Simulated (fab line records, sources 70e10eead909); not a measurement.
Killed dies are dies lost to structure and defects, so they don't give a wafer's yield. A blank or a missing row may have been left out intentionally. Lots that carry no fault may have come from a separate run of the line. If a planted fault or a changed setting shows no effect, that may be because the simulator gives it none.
fab line records    flow nand_harc
record: lots: 6  wafers: 18  last_day: 31
route steps=1302 shown P_M1@297 P_M2@318 END@1302
lots untouched by any fault: they come from a run of this same line in which no faults occurred
start_h: start of the lot's first displayed wafer, in hours after the record's first day    wait_h: time in hours since the lot's previous step    " the same as in the row above    L1.1+2: a row that stands for several wafers    - no value present, or no start provided    * or withheld: withheld    < > ~ a bound
route shown NAME@n: names a module that has steps shown in the file, with the first one's number in the route    usual: mean/standard deviation taken from wafers without a fault    same: alike in all rows    chamber/n: place in a boat    sites: the reading at each site    _std_site: standard deviation across them    _edge_site: inner sites' mean taken away from outer sites' mean    radius_mm: how far each site lies from the wafer's centre    mask NAME#n: copy n    behind: the tool/chamber that last shaped the wafer    hold: cause of the lot's hold/its duration in hours/its outcome    device: which transistor (n, p or np) failed to switch    end of line: the same wafers' tests at the end of the route    a step given without rows: its recipe and nothing more    killed: the dies lost at the first sort to structure and to defects; this is not the yield of the wafer    map: the dies of a wafer, with x for killed, . for not killed, _ for no die there
set.NAME: the run value of the setting; set.NAME@STEP: its run value at that earlier step    model.NAME: the simulator's own value behind a step, which no gauge read
lots at some steps of the route; a table a step, a row a wafer
services: from which hour (start_h, from the record's first day; less than 0 if before it) a tool's chamber was out of use, for how many hours, and why
== steps ==
step: NHARC_P_M1_INSPECT_11
usual: raw_defect_count: 4.5/2.5
lot.wafer  tool               chamber  start_h  wait_h  raw_defect_count
L784.1     defect_inspect-01  -        170.67   0.0     3
L784.3     "                  -        "        "       3
L784.6     "                  -        "        "       6
L787.2     defect_inspect-02  -        202.99   0.0     6
L787.5     "                  -        "        "       7
L787.6     "                  -        "        "       6
L789.2     defect_inspect-02  -        218.56   0.0     0
L789.3     "                  -        "        "       9
L789.4     "                  -        "        "       2
L794.2     defect_inspect-02  -        274.95   0.0     6
L794.3     "                  -        "        "       5
L794.6     "                  -        "        "       1
L795.1     defect_inspect-01  -        295.09   0.0     3
L795.2     "                  -        "        "       6
L795.4     "                  -        "        "       5
L798.3     defect_inspect-02  -        304.49   0.0     5
L798.4     "                  -        "        "       0
L798.6     "                  -        "        "       3
step: NHARC_P_M1_DESCUM_14
recipe: time_s: 3  o2_flow_sccm: 200  ar_flow_sccm: 0  bias_power_w: 0  chemistry: O2
step: NHARC_P_M1_ETCH_35
recipe: target_depth_a: 400  overetch_a: 120  time_s: 43.94  ion_energy_ev: 200  n2_flow_sccm: 150  h2_flow_sccm: 150  ar_flow_sccm: 0  rf_w: 400  bias_w: 150  chemistry: N2/H2
step: NHARC_P_M1_ETCH_15
recipe: target_depth_a: 1825  time_s: 91.2  c4f8_flow_sccm: withheld  ar_flow_sccm: 400  rf_w: 600  bias_w: 300  chemistry: C4F8/Ar
usual: chamber_pressure_mTorr: 24.998/0.022  oes_product_au: 0.960/0.02  rf_vpp_V: 441/3.5
same: time_s: 91.2
lot.wafer  tool         chamber  start_h  wait_h  chamber_pressure_mTorr  oes_product_au  rf_hours_counter_h  rf_vpp_V
L784.3     rie_diel-01  2        -        -       25.005                  0.948           8                   445
L784.1     "            0        "        "       25.014                  0.968           8                   443
L784.6     "            3        "        "       24.983                  0.952           -                   437
L787.2     rie_diel-02  3        -        -       25.015                  0.927           14                  444
L787.5     "            1        "        "       24.957                  0.929           -                   443
L787.6     "            2        "        "       24.984                  0.919           -                   439
L789.4     rie_diel-13  2        -        -       25.000                  0.978           12                  437
L789.3     "            0        "        "       25.003                  0.952           14                  442
L789.2     "            1        "        "       24.958                  0.967           7                   436
L794.2     rie_diel-01  3        -        -       24.978                  0.961           4                   437
L794.3     "            1        "        "       25.017                  0.968           4                   446
L794.6     "            2        "        "       24.967                  0.971           -                   443
L795.1     rie_diel-01  3        -        -       24.979                  0.965           6                   437
L795.4     "            1        "        "       24.991                  0.976           5                   444
L795.2     "            2        "        "       24.997                  0.989           5                   444
L798.3     rie_diel-01  3        -        -       24.997                  0.940           6                   437
L798.4     "            0        "        "       24.981                  0.968           5                   444
L798.6     "            2        "        "       25.023                  0.998           -                   446
step: NHARC_P_M1_CD_MEAS_16
usual: cd_nm: 129.9/0.79
lot.wafer  tool       chamber  start_h  wait_h  cd_nm
L784.1     cd_sem-01  -        171.29   -       130.5
L784.3     "          -        "        "       129.7
L784.6     "          -        "        "       131.4
L787.2     cd_sem-02  -        203.36   -       131.3
L787.5     "          -        "        "       130.3
L787.6     "          -        "        "       129.9
L789.2     cd_sem-01  -        218.93   -       129.3
L789.3     "          -        "        "       129.8
L789.4     "          -        "        "       129.2
L794.2     cd_sem-02  -        275.32   -       130.5
L794.3     "          -        "        "       130.6
L794.6     "          -        "        "       130.0
L795.1     cd_sem-01  -        295.46   -       130.9
L795.2     "          -        "        "       130.7
L795.4     "          -        "        "       130.7
L798.3     cd_sem-03  -        304.87   -       130.0
L798.4     "          -        "        "       131.3
L798.6     "          -        "        "       130.6
step: NHARC_P_M1_STRIP_18
recipe: power_w: 1000  n2_flow_sccm: 150  h2_flow_sccm: 150  ar_flow_sccm: 0  bias_w: 0  chemistry: N2/H2
usual: chamber_pressure_mTorr: 29.998/0.029  drypump_motor_current_A: 5.7/0.47  oes_product_au: 1.003/0.0099  rf_vpp_V: 90.6/1.1  showerhead_plenum_p_Torr: 2.04/0.12  throttle_valve_pct: 14.169/0.0092
lot.wafer  tool         chamber  start_h  wait_h  chamber_pressure_mTorr  drypump_motor_current_A  oes_product_au  rf_hours_counter_h  rf_vpp_V  showerhead_plenum_p_Torr  throttle_valve_pct
L784.3     rie_diel-02  2        171.39   0.1     30.002                  5.5                      0.979           9                   90.2      1.96                      14.179
L784.1     "            0        "        "       29.992                  6.2                      0.991           11                  90.3      1.91                      14.189
L784.6     "            1        "        "       29.996                  5.5                      1.007           -                   88.8      2.11                      14.180
L787.2     rie_diel-02  0        203.48   0.1     29.951                  6.2                      0.997           14                  91.5      1.91                      14.169
L787.5     "            2        "        "       29.994                  5.5                      0.985           -                   90.3      1.96                      14.165
L787.6     "            3        "        "       29.962                  5.4                      1.004           -                   91.2      2.18                      14.168
L789.3     rie_diel-01  1        219.00   0.1     30.000                  5.3                      1.021           0                   90.3      2.20                      14.166
L789.2     "            2        "        "       30.004                  6.3                      0.999           0                   91.0      2.18                      14.168
L789.4     "            0        "        "       29.984                  4.9                      1.002           0                   92.2      2.14                      14.178
L794.2     rie_diel-02  2        275.44   0.1     30.004                  5.5                      1.003           5                   90.1      1.96                      14.162
L794.3     "            3        "        "       30.011                  5.4                      1.003           4                   92.7      2.18                      14.152
L794.6     "            0        "        "       29.988                  6.2                      0.998           -                   89.5      1.91                      14.179
L795.4     rie_diel-01  3        295.53   0.1     29.959                  5.9                      0.990           6                   90.5      1.90                      14.167
L795.2     "            1        "        "       30.006                  5.4                      1.018           5                   90.8      2.20                      14.165
L795.1     "            2        "        "       29.977                  6.3                      1.024           5                   90.8      2.18                      14.179
L798.3     rie_diel-01  2        304.94   0.1     30.017                  6.3                      1.007           5                   91.5      2.18                      14.166
L798.4     "            1        "        "       30.048                  5.4                      0.996           6                   90.3      2.20                      14.159
L798.6     "            2        "        "       30.020                  6.3                      1.009           -                   90.7      2.18                      14.182
step: NHARC_P_M1_ETCH_28
recipe: target_depth_a: 300  over_etch_frac: 0.3  time_s: 72.99  ion_energy_ev: 150  cf4_flow_sccm: 50  n2_flow_sccm: 100  ar_flow_sccm: 150  rf_w: 300  bias_w: 100  chemistry: CF4/N2
step: NHARC_P_M1_STRIP_19
recipe: time_s: 600  temp_c: 30  chemistry: post_etch_residue_remover
step: NHARC_P_M1_DEGAS_29
recipe: temp_c: 250  time_s: 60
usual: heater_power_w: 340/38  susceptor_temp_C: 249.99/0.17
same: time_s: 60
lot.wafer  tool            chamber  start_h  wait_h  heater_power_w  susceptor_temp_C
L784.1     pvd_sputter-03  -        172.02   -       342             -
L784.3     "               -        "        "       419             -
L784.6     "               -        "        "       295             -
L787.2     pvd_sputter-02  -        204.10   -       354             249.92
L787.6     "               -        "        "       374             249.99
L787.5     "               -        "        "       299             250.09
L789.3     pvd_sputter-01  -        219.64   -       319             250.15
L789.2     "               -        "        "       290             249.90
L789.4     "               -        "        "       363             250.10
L794.2     pvd_sputter-01  -        276.03   -       364             250.03
L794.3     "               -        "        "       327             249.46
L794.6     "               -        "        "       372             249.85
L795.4     pvd_sputter-03  -        296.18   -       359             250.16
L795.2     "               -        "        "       356             250.00
L795.1     "               -        "        "       417             250.03
L798.3     pvd_sputter-03  -        305.58   -       407             249.68
L798.4     "               -        "        "       302             250.15
L798.6     "               -        "        "       418             249.75
step: NHARC_P_M1_PRE_CLEAN_30
recipe: time_s: 30  temp_c: 280  gas: H2/He
step: NHARC_P_M1_PVD_20
recipe: target_thk_a: 50  bias_v: 168.6  power_w: 15000  chamber_pressure_pa: 0.12  time_s: 8.06  substrate_temp_c: 50  material: TaN
step: NHARC_P_M1_PVD_21
recipe: target_thk_a: 300  chamber_pressure_pa: 5  power_w: 5000  substrate_temp_c: 30  time_s: 20.49  material: Cu
step: NHARC_P_M1_ECD_22
recipe: target_thk_a: 4000  bath_temp_c: 25  material: Cu
lot.wafer   tool       chamber  start_h  wait_h
L784.1+3+6  ecd_cu-02  1        172.36   -
L787.2+5+6  ecd_cu-01  0,0,1    204.44   -
L789.2+3+4  ecd_cu-02  1,0,1    220.05   -
L794.2+3+6  ecd_cu-01  0,1,1    276.44   -
L795.1+2+4  ecd_cu-01  0,1,1    296.55   -
L798.3+4+6  ecd_cu-01  0,1,0    306.04   -
step: NHARC_P_M1_ANNEAL_31
recipe: temp_c: 225  time_s: 90
step: NHARC_P_M1_CMP_23
recipe: t_overpolish_s: 20  target_thk_nm: 157.82
step: NHARC_P_M1_THK_MEAS_24
recipe: thk_meas_gauge: xrf
usual: thk_nm: 157.7/1.6
lot.wafer  tool           chamber  start_h  wait_h  thk_nm
L784.1     film_metro-01  -        173.40   -       158.5
L784.3     "              -        "        "       157.5
L784.6     "              -        "        "       155.7
L787.2     film_metro-02  -        205.49   -       158.7
L787.5     "              -        "        "       159.2
L787.6     "              -        "        "       158.0
L789.2     film_metro-01  -        221.03   -       160.4
L789.3     "              -        "        "       156.6
L789.4     "              -        "        "       156.0
L794.2     film_metro-01  -        277.44   -       157.8
L794.3     "              -        "        "       158.6
L794.6     "              -        "        "       159.7
L795.1     film_metro-01  -        297.62   -       159.0
L795.2     "              -        "        "       157.1
L795.4     "              -        "        "       158.2
L798.3     film_metro-02  -        307.00   -       157.9
L798.4     "              -        "        "       158.4
L798.6     "              -        "        "       156.7
step: NHARC_P_M1_SRD_25
step: NHARC_P_M1_PRE_CLEAN_32
recipe: time_s: 12  temp_c: 370  rf_power_w: 300  gas: NH3
step: NHARC_P_M1_DEP_33
recipe: target_thk_a: 300  temp_c: 370  target_thk_nm: 30  pressure_torr: 3  flow_sccm: 200  rf_w: 450  material: SiCN
step: NHARC_P_M2_DEP_00
recipe: target_thk_a: 1825  target_thk_nm: 182.5  temp_c: withheld  pressure_torr: 5  flow_sccm: 200  rf_w: 600  material: SiOC
step: NHARC_P_M2_DEHYDRATE_01
recipe: temp_c: 150  time_s: 120
step: NHARC_P_M2_HMDS_02
recipe: time_s: 30
step: NHARC_P_M2_COAT_34
recipe: temp_c: 200  time_s: 65
step: NHARC_P_M2_COAT_03
recipe: spin_rpm: 1500  resist_thk_nm: 90
step: NHARC_P_M2_SOFTBAKE_04
recipe: temp_c: 105  time_s: 55
step: NHARC_P_M2_EBR_05
step: NHARC_P_M2_EXPOSE_06
recipe: na: 1.35  target_cd_nm: 170  dose_mj: 80.78  mask_id: P_M2
step: NHARC_P_M2_PEB_07
recipe: peb_temp_c: 100  peb_time_s: 65
step: NHARC_P_M2_DEVELOP_08
recipe: develop_time_s: 35  dev_temp_c: 23
step: NHARC_P_M2_CD_MEAS_09
recipe: target_cd_nm: 170  landing_energy_ev: 500
usual: cd_nm: 170.2/0.59
lot.wafer  tool       chamber  start_h  wait_h  cd_nm
L784.1     cd_sem-03  0        174.83   -       169.5
L784.3     "          0        "        "       169.5
L784.6     "          0        "        "       169.8
L787.2     cd_sem-02  0        207.03   -       171.0
L787.5     "          0        "        "       170.8
L787.6     "          0        "        "       170.8
L789.2     cd_sem-02  0        222.62   -       169.6
L789.3     "          0        "        "       170.2
L789.4     "          0        "        "       170.2
L794.2     cd_sem-03  0        279.10   -       169.6
L794.3     "          0        "        "       169.7
L794.6     "          0        "        "       170.0
L795.1     cd_sem-02  0        299.04   -       168.0
L795.2     "          0        "        "       167.8
L795.4     "          0        "        "       168.4
L798.3     cd_sem-03  0        308.61   -       170.3
L798.4     "          0        "        "       170.5
L798.6     "          0        "        "       170.4
step: NHARC_P_M2_OVL_MEAS_10
recipe: pitch_nm: 340
usual: overlay_x_nm: 0.0/0.71  overlay_y_nm: 0.0/0.84
lot.wafer  tool        chamber  start_h  wait_h  overlay_x_nm  overlay_y_nm
L784.1     overlay-01  -        174.92   -       -0.3          1.7
L784.3     "           -        "        "       -0.2          1.3
L784.6     "           -        "        "       -0.7          1.6
L787.2     overlay-02  -        207.12   -       -0.6          0.7
L787.5     "           -        "        "       -1.3          0.9
L787.6     "           -        "        "       -0.3          1.2
L789.2     overlay-02  -        222.70   -       0.0           0.5
L789.3     "           -        "        "       0.0           0.6
L789.4     "           -        "        "       0.1           0.0
L794.2     overlay-01  -        279.19   -       0.9           -0.1
L794.3     "           -        "        "       0.9           -0.8
L794.6     "           -        "        "       1.0           -0.9
L795.1     overlay-02  -        299.13   -       0.9           -0.9
L795.2     "           -        "        "       0.8           -1.3
L795.4     "           -        "        "       1.0           -1.5
L798.3     overlay-02  -        308.69   -       -0.7          0.0
L798.4     "           -        "        "       -0.6          -0.4
L798.6     "           -        "        "       -0.7          0.3
step: NHARC_P_M2_DESCUM_14
recipe: time_s: 3  o2_flow_sccm: 200  ar_flow_sccm: 0  bias_power_w: 0  chemistry: O2
usual: chamber_pressure_mTorr: 60.01/0.059  drypump_motor_current_A: 5.8/0.42  oes_product_au: 0.996/0.011  rf_vpp_V: 57.8/0.93  showerhead_plenum_p_Torr: 1.91/0.099  throttle_valve_pct: 11.312/0.0094
same: bias_power_w: 0  time_s: 3
lot.wafer  tool         chamber  start_h  wait_h  chamber_pressure_mTorr  drypump_motor_current_A  oes_product_au  rf_hours_counter_h  rf_vpp_V  showerhead_plenum_p_Torr  throttle_valve_pct
L784.1     rie_diel-12  0        175.03   0.1     59.98                   6.0                      1.007           6.5                 55.6      1.81                      11.326
L784.3     "            1        "        "       60.00                   6.2                      0.981           5.6                 55.5      1.81                      11.313
L784.6     "            1        "        "       60.05                   6.2                      0.981           -                   57.8      1.81                      11.316
L787.2     rie_diel-03  1        207.24   0.1     59.97                   6.3                      0.987           3.2                 59.2      2.04                      11.302
L787.6     "            2        "        "       59.98                   5.7                      1.007           -                   56.2      1.79                      11.312
L787.5     "            3        "        "       59.99                   5.0                      1.004           -                   58.1      1.98                      11.310
L789.2     rie_diel-03  0        222.80   0.1     60.04                   6.0                      0.990           5.9                 56.2      1.90                      11.325
L789.3     "            2        "        "       60.01                   5.7                      0.994           5.5                 58.2      1.79                      11.300
L789.4     "            3        "        "       60.03                   5.0                      1.004           5.9                 58.0      1.98                      11.310
L794.3     rie_diel-12  3        279.29   0.1     59.99                   5.8                      0.995           0                   56.5      1.78                      11.311
L794.2     "            2        "        "       59.96                   5.6                      0.977           0                   58.3      1.93                      11.302
L794.6     "            0        "        "       60.04                   5.9                      1.000           -                   56.7      1.81                      11.328
L795.1     rie_diel-04  1        299.22   0.1     59.85                   5.4                      1.012           4.7                 59.2      2.05                      11.315
L795.2     "            2        "        "       60.04                   5.7                      0.979           3.6                 56.1      1.97                      11.322
L795.4     "            0        "        "       60.13                   5.5                      0.988           4.7                 58.6      1.97                      11.304
L798.3     rie_diel-12  1        308.80   0.1     59.93                   6.2                      0.981           2.0                 57.8      1.81                      11.324
L798.4     "            3        "        "       60.14                   5.8                      0.996           1.3                 57.7      1.78                      11.338
L798.6     "            0        "        "       59.92                   6.0                      1.014           -                   58.3      1.81                      11.308
step: NHARC_P_M2_ETCH_35
recipe: target_depth_a: 400  overetch_a: 120  time_s: 43.94  ion_energy_ev: 200  n2_flow_sccm: 150  h2_flow_sccm: 150  ar_flow_sccm: 0  rf_w: 400  bias_w: 150  chemistry: N2/H2
step: NHARC_P_M2_ETCH_15
recipe: target_depth_a: 1825  time_s: 91.2  c4f8_flow_sccm: withheld  ar_flow_sccm: 400  rf_w: 600  bias_w: 300  chemistry: C4F8/Ar
usual: chamber_pressure_mTorr: 24.998/0.025  oes_product_au: 0.947/0.025  rf_vpp_V: 441/3.2
same: time_s: 91.2
lot.wafer  tool         chamber  start_h  wait_h  chamber_pressure_mTorr  oes_product_au  rf_hours_counter_h  rf_vpp_V
L784.3     rie_diel-12  2        -        -       24.941                  0.911           4.5                 442
L784.1     "            0        "        "       25.012                  0.930           6.6                 439
L784.6     "            1        "        "       24.983                  0.922           -                   436
L787.2     rie_diel-03  3        -        -       24.996                  0.968           5.0                 443
L787.5     "            3        "        "       24.967                  0.967           -                   443
L787.6     "            0        "        "       24.984                  0.982           -                   441
L789.4     rie_diel-03  1        -        -       24.992                  0.953           4.1                 445
L789.3     "            3        "        "       25.024                  0.984           5.9                 442
L789.2     "            0        "        "       25.000                  0.943           5.9                 440
L794.2     rie_diel-12  1        -        -       24.982                  0.955           0.0                 438
L794.3     "            2        "        "       25.019                  0.969           0.0                 441
L794.6     "            0        "        "       25.037                  0.972           -                   438
L795.4     rie_diel-04  2        -        -       24.990                  0.908           3.6                 442
L795.1     "            3        "        "       24.958                  0.918           3.6                 444
L795.2     "            0        "        "       25.006                  0.915           4.7                 442
L798.3     rie_diel-12  2        -        -       24.954                  0.914           1.3                 441
L798.4     "            3        "        "       24.976                  0.928           1.4                 436
L798.6     "            1        "        "       25.002                  0.913           -                   438
step: NHARC_P_M2_CD_MEAS_16
usual: cd_nm: 170.2/0.92
lot.wafer  tool       chamber  start_h  wait_h  cd_nm
L784.1     cd_sem-01  -        175.37   -       169.2
L784.3     "          -        "        "       167.9
L784.6     "          -        "        "       168.5
L787.2     cd_sem-01  -        207.52   -       171.4
L787.5     "          -        "        "       171.0
L787.6     "          -        "        "       170.8
L789.2     cd_sem-03  -        223.11   -       170.4
L789.3     "          -        "        "       169.5
L789.4     "          -        "        "       171.2
L794.2     cd_sem-03  -        279.59   -       170.3
L794.3     "          -        "        "       169.0
L794.6     "          -        "        "       169.5
L795.1     cd_sem-01  -        299.53   -       168.3
L795.2     "          -        "        "       168.0
L795.4     "          -        "        "       168.1
L798.3     cd_sem-01  -        309.10   -       169.9
L798.4     "          -        "        "       169.0
L798.6     "          -        "        "       170.5
step: NHARC_P_M2_STRIP_18
recipe: power_w: 1000  n2_flow_sccm: 150  h2_flow_sccm: 150  ar_flow_sccm: 0  bias_w: 0  chemistry: N2/H2
step: NHARC_P_M2_ETCH_28
recipe: target_depth_a: 300  over_etch_frac: 0.3  time_s: 72.99  ion_energy_ev: 150  cf4_flow_sccm: 50  n2_flow_sccm: 100  ar_flow_sccm: 150  rf_w: 300  bias_w: 100  chemistry: CF4/N2
step: NHARC_P_M2_STRIP_19
recipe: time_s: 600  temp_c: 30  chemistry: post_etch_residue_remover
step: NHARC_P_M2_DEGAS_29
recipe: temp_c: 250  time_s: 60
step: NHARC_END_SORT_01
recipe: temp_c: 25
usual: defect_limited_yield: 91.2/2.6  killed_at_array: 55/17  killed_at_other: 1.1/1.6  killed_at_periphery: 3.8/2.5  killed_dies: 60/18  killed_open: 3.3/1.9  killed_short: 2.5/1.7
same: gross_dies: 677
lot.wafer  tool       chamber  start_h  wait_h  defect_limited_yield[%]  killed_at_array  killed_at_other  killed_at_periphery  killed_dies  killed_open  killed_short
L795.1     prober-01  0        719.08   2.5     37.4                     42               1                381                  424          4            3
L798.3     prober-02  0        737.73   3.1     37.2                     24               0                401                  425          4            1
L798.6     prober-02  0        740.12   4.0     39.0                     19               1                393                  413          1            1
killed by level:class
L795.1 P_M1:unspecified=381 A_CHANNEL_HOLE_D1:chamber_film_flake=26 A_CONTACT:chamber_film_flake=5 A_M0:geometric_particle:open=2 A_STAIRCASE:chamber_film_flake=2 A_BONDPAD:chamber_film_flake=2 A_DECK1_JOINT:geometric_particle:open=1 A_ONON_D2:geometric_particle:short=1
L798.3 P_M1:unspecified=400 A_STAIRCASE:chamber_film_flake=8 A_CHANNEL_HOLE_D1:chamber_film_flake=6 A_SLIT:chamber_film_flake=3 A_ONON_D1:geometric_particle:short=1 A_CHANNEL_FILL_D1:geometric_particle:open=1 A_ONON_D2:geometric_particle:open=1 A_SLIT:geometric_particle:open=1
L798.6 P_M1:unspecified=392 A_CHANNEL_HOLE_D1:chamber_film_flake=10 A_SLIT:chamber_film_flake=4 A_STAIRCASE:chamber_film_flake=2 A_ONON_D2:geometric_particle:short=1 A_BLC:geometric_particle:open=1 P_STI:chamber_film_flake=1 A_CONTACT:chamber_film_flake=1
map L795.1 (x killed, . not)
____________.____________
_________x...xxx_________
_______xxx.x...xxx_______
______x..x.xxxx.x..______
_____.xxxxxxx.x.xxxx_____
____xx.xx.xxx.x..x...____
____xxx..x.....x.xxxx____
___xx.x.x..x.xxxx.xxx.___
___..x.xxx..x.xxx..xxx___
__xxx.xxx....x...x.xx.x__
__xx.xxxx.xxx..xx..x.xx__
_x.xxxxxx.x.xxx.x.xxxxxx_
_xx.xx.xx....x..xx...xx._
_.xxxxxx.x..xxxxxx.xx..x_
_xx.x..x..x.xxxx..xx.xxx_
_xx...xxx.xxxxxxxxx....._
xxx..x.x.xxxxxxxxx..xxxxx
.x.xxx.xx.xxx.xx..x..xxx.
x.x.xxx.xxxx.x.xx.x.xx..x
xxx.x.x.xxx.xxx.xxx..xxxx
xxxx..x...xx.x.xxxx.x.xx.
_xxxxxxxxxx.x.....xxxxx._
_xxxxx..xxxx.xxx.xxxxxxx_
_xxxxxxx.xxx.xxx..xx..x._
_xxxxxxxx.xxx.x.x...x..x_
_xxxxx.xx....x....x...x._
__xxxx..xxx..xx.x..x..x__
__xx..xxx.xxxxx..xxxxx.__
___x..xx.xxx.x.x..xxxx___
___..x..x.xx..x...x..x___
____....xx.xxx..x...x____
____..x.x.xxxx...x.xx____
_____xxx.xx.x...xxxx_____
______xxxxx.xxx...x______
_______xxx.xxx.xxx_______
_________..xxxxx_________
____________x____________
map L798.3 (x killed, . not)
____________.____________
_________xxxx.x._________
_______.x.x.xxx.xx_______
______.x.xx.x...xxx______
_____xx...xxxx.xxxxx_____
____xxxx..xx.xxxx..xx____
____..xxxxxxxxx.xxx.x____
___xxx.x...x.x.xxx.x..___
___xxxxx.....x.x.xx.xx___
__x.xx.xx....xx.xxxxxxx__
__xx.xx.x.x.x..x..x.xxx__
_xxxxxxx..x..x.xx.x....x_
_.x..x...xxx..x.xxx..xxx_
_xx.xx.x.x.xxx.x....xxx._
_x..x.xxx..xxxx..xxx...._
_....xxxxx..x.x.xx.xx.xx_
xx.xxxxxx..xx..x.xx..xx.x
.xxxxx..xxx.x.xxx....xxxx
.xxx.x....xxx.xxxxxxxxxxx
.xxx.xx......x..xx.xxx.xx
xxxxx.xx.xx.x.xxx...xxx.x
_xxxx.xxxxxxx.xx.xxx...._
_xx.xxx..xxx.xx.xx..x.x._
_x.xxxxxxxx.xx.xxx.xxx.._
_xxx..x.x.xx..xxx.xx.xxx_
_.x..xx.xxxxxx..xx.xxxx._
__.xxx..xxx.xx.x.x.xx.x__
__xxxxxx.xx.x.xxxxxx.xx__
___xx.x.xxxx.x.x.x.x..___
___.xxx....xxxxxxxxx.x___
____x.xxxx.x...x.xxx.____
____xx.xx..xxx.x.x..x____
_____.xxxxxx..xxxxx._____
______x...x...xx.xx______
_______.xxx.x.x.x._______
_________.xxx.xx_________
____________x____________
== services ==
tool            chamber  start_h  hours  kind
ecd_cu-01       -        160.18   8.0    pm
rie_diel-13     -        165.27   9.0    pm
pvd_sputter-03  -        172.59   10.0   pm
rie_diel-12     3        174.38   8.2    repair
rie_diel-13     1        176.96   12.6   repair
rie_diel-04     -        177.90   9.0    pm
ecd_cu-01       -        181.33   7.1    repair
rie_diel-01     -        189.91   0.9    repair
rie_diel-03     1        193.36   5.2    repair
pvd_sputter-02  -        197.40   3.8    repair
rie_diel-01     -        203.82   9.0    pm
pvd_sputter-01  -        209.98   1.1    repair
rie_diel-02     -        216.70   9.0    pm
pvd_sputter-01  -        223.46   0.5    repair
pvd_sputter-01  -        226.00   10.0   pm
rie_diel-01     0        230.88   14.8   repair
rie_diel-03     0        236.72   1.6    repair
ecd_cu-02       -        244.00   8.0    pm
rie_diel-02     1        253.46   3.1    repair
rie_diel-01     2        261.29   4.9    repair
rie_diel-12     -        268.40   9.0    pm
rie_diel-03     -        281.30   9.0    pm
rie_diel-01     1        285.59   5.6    repair
pvd_sputter-03  -        297.40   0.5    repair
== key ==
first_sign: step: NHARC_END_SORT_01  reading: killed_at_periphery  direction: up  sigmas: 99+  usual: 3.8  struck: 391.7
effect: step: NHARC_END_SORT_01  reading: defect_limited_yield  direction: down  sigmas: 20  usual: 91.2  struck: 37.9
more_kills_born_at: NHARC_P_M1_ECD_22@ecd_cu-01: 1173
met_at NHARC_P_M1_ECD_22
struck_wafers L795.1,L798.3,L798.6
loop_trim: step: NHARC_P_M2_EXPOSE_06  setting: dose  lots: L795
onset_between 276.44 296.55
fault: kind: chamber_particle_source  tool: ecd_cu-01  chamber: 0  onset_h: 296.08  steps: NHARC_P_M1_ECD_22  rate_per_visit_cm2: 0.98818  end_h: 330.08
loop_trim: a control loop set the setting to another value than it would have without faults
